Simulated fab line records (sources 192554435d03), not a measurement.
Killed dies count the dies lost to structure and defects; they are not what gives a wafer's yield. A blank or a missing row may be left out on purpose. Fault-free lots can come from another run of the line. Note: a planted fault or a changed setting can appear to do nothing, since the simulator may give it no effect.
Which tool is to blame? -- flow n5 finfet -- 22 lots with 66 wafers sampled at 2 steps, on a route of 1938 steps

## WHAT THE GAUGES SHOWED, per wafer
N5_PMOS_HMC_CHANNEL_EPI_CD_MEAS_09: the cd target is 237.4 nm. Usual: cd nm 237.5 nm, standard deviation 1.2.
lot,measured,on,cd nm (nm),flag
L074,day 1 17:42,cd sem-01,237.2 237.9 237.1,
L075,day 1 23:31,cd sem-01,236.4 236.6 235.6,
L076,day 2 05:36,cd sem-02,239.0 237.8 237.5,
L077,day 2 10:59,cd sem-01,239.2 239.1 238.2,
L078,day 2 17:36,cd sem-03,237.9 237.2 237.6,
L079,day 2 23:17,cd sem-02,238.5 238.1 238.3,
L080,day 3 04:59,cd sem-01,238.0 237.6 236.2,
L081,day 3 11:36,cd sem-02,237.6 237.9 238.7,
L082,day 3 17:04,cd sem-03,238.8 238.8 238.1,
L083,day 3 23:12,cd sem-02,236.8 236.0 236.5,
L084,day 4 05:44,cd sem-03,237.9 239.0 239.3,
L085,day 4 11:22,cd sem-03,237.3 236.0 237.7,
L086,day 4 18:01,cd sem-03,235.2 237.7 236.4,
L087,day 4 23:24,cd sem-02,234.5 235.2 236.3,
L088,day 5 05:41,cd sem-03,237.9 235.4 236.0,
L089,day 5 11:37,cd sem-02,236.7 238.0 235.6,
L091,day 5 23:23,cd sem-02,237.8 238.5 236.7,
L092,day 6 05:56,cd sem-03,236.5 237.6 237.2,
L093,day 6 12:23,cd sem-03,239.4 237.8 238.4,
L094,day 6 17:52,cd sem-01,238.0 237.4 237.7,
L095,day 6 23:28,cd sem-02,238.1 236.9 239.2,
L097,day 7 11:16,cd sem-01,236.9 236.6 238.2,

## WHAT TOOL EACH LOT RAN ON (gives the tool, then ch and the chambers of the sampled wafers, and finally the start)
lot,N5_WELL_APT_DESCUM_30
L074,"rie diel-01 ch 0,3, day 1 15:25"
L075,"rie diel-03 ch 0,1, day 1 21:20"
L076,"rie diel-06 ch 1,3, day 2 03:31"
L077,"rie diel-06 ch 0,1, day 2 08:54"
L078,"rie diel-03 ch 0,2, day 2 15:04"
L079,"rie diel-03 ch 0,1,3, day 2 21:03"
L080,"rie diel-01 ch 1,2, day 3 02:55"
L081,"rie diel-03 ch 0,1,3, day 3 09:02"
L082,"rie diel-01 ch 0,2, day 3 14:56"
L083,"rie diel-06 ch 0,3, day 3 20:47"
L084,"rie diel-03 ch 0,1,3, day 4 03:19"
L085,"rie diel-03 ch 0,2, day 4 08:54"
L086,"rie diel-03 ch 1,3, day 4 15:33"
L087,"rie diel-06 ch 0,3, day 4 21:02"
L088,"rie diel-01 ch 0,1,3, day 5 03:22"
L089,"rie diel-03 ch 2,3, day 5 09:08"
L091,"rie diel-03 ch 0,2,3, day 5 21:02"
L092,"rie diel-06 ch 0,1,2, day 6 03:07"
L093,"rie diel-01 ch 0,1,2, day 6 09:32"
L094,"rie diel-01 ch 0,1, day 6 15:22"
L095,"rie diel-01 ch 0,1,3, day 6 20:56"
L097,"rie diel-01 ch 0,1,2, day 7 08:54"
- N5_WELL_APT_DESCUM_30: chemistry O2, time 7.9 s.

## WHAT THE TOOLS THEMSELVES READ (means of the sampled wafers that have a number; where no wafer has one, the mark that the record gives instead)
N5_WELL_APT_DESCUM_30. Usual: drypump motor current A 5.7 A, standard deviation 0.41; oes product au 0.77 a.u., standard deviation 0.09; rf vpp V 242.7 V, standard deviation 1.1; showerhead plenum p Torr 2.07 Torr, standard deviation 0.056; temp c 40.01 C, standard deviation 0.11; throttle valve pct 20.49 %, standard deviation 0.28.
lot,tool,drypump motor current A (A),oes product au (a.u.),rf vpp V (V),showerhead plenum p Torr (Torr),temp c (C),throttle valve pct (%),flag
L074,rie diel-01,5.7,0.86,243.9,2.06,39.97,20.20,
L075,rie diel-03,5.6,0.72,243.0,2.12,39.96,20.34,
L076,rie diel-06,5.8,0.72,242.7,2.09,39.99,20.60,
L077,rie diel-06,5.7,0.77,243.2,2.06,40.13,20.29,
L078,rie diel-03,5.4,0.74,241.6,2.00,40.03,20.41,
L079,rie diel-03,5.6,0.77,243.1,2.10,40.08,20.41,
L080,rie diel-01,6.0,0.69,241.6,2.08,40.00,20.79,
L081,rie diel-03,5.6,0.77,243.3,2.10,40.00,20.42,
L082,rie diel-01,5.5,0.68,242.6,2.08,40.08,20.81,
L083,rie diel-06,5.9,0.78,241.8,2.04,40.05,20.26,
L084,rie diel-03,5.6,0.74,243.2,2.10,39.95,20.43,
L085,rie diel-03,5.6,0.72,240.9,1.99,40.07,20.58,
L086,rie diel-03,5.8,0.78,243.8,2.15,40.03,20.54,
L087,rie diel-06,5.8,0.78,242.0,2.04,39.80,20.27,
L088,rie diel-01,5.7,0.75,242.7,2.06,40.16,20.47,
L089,rie diel-03,5.8,0.79,242.5,2.09,40.04,20.66,
L091,rie diel-03,5.6,0.75,241.8,2.04,40.05,20.56,
L092,rie diel-06,5.5,0.83,242.8,2.07,39.86,20.34,
L093,rie diel-01,5.6,0.77,243.4,2.07,39.99,20.68,
L094,rie diel-01,5.8,0.68,242.3,2.07,40.04,20.71,
L095,rie diel-01,5.8,0.73,242.6,2.06,39.95,20.49,
L097,rie diel-01,5.7,0.76,242.1,2.07,40.10,20.70,

## THE ANSWER, worked out from the rows above alone
Rule: take the mean of a lot's wafers that have a number; if it is more than 3 standard deviations from the usual mean, the lot is off. A lot without any number at a reading at which 4 lots or more have one is off too. All remaining lots with rows at the step are treated as sound. After the gauges, taken in route order, come the tools' own readings; for these a lot's mean is taken, as printed above. The first step at which some lot is off is used, and at that step the reading that is off furthest; a lot without a number counts as furthest.
No lot is off at any reading shown: from this, nothing can be told.

## WHAT HAD BEEN PUT IN BY THE SIMULATOR
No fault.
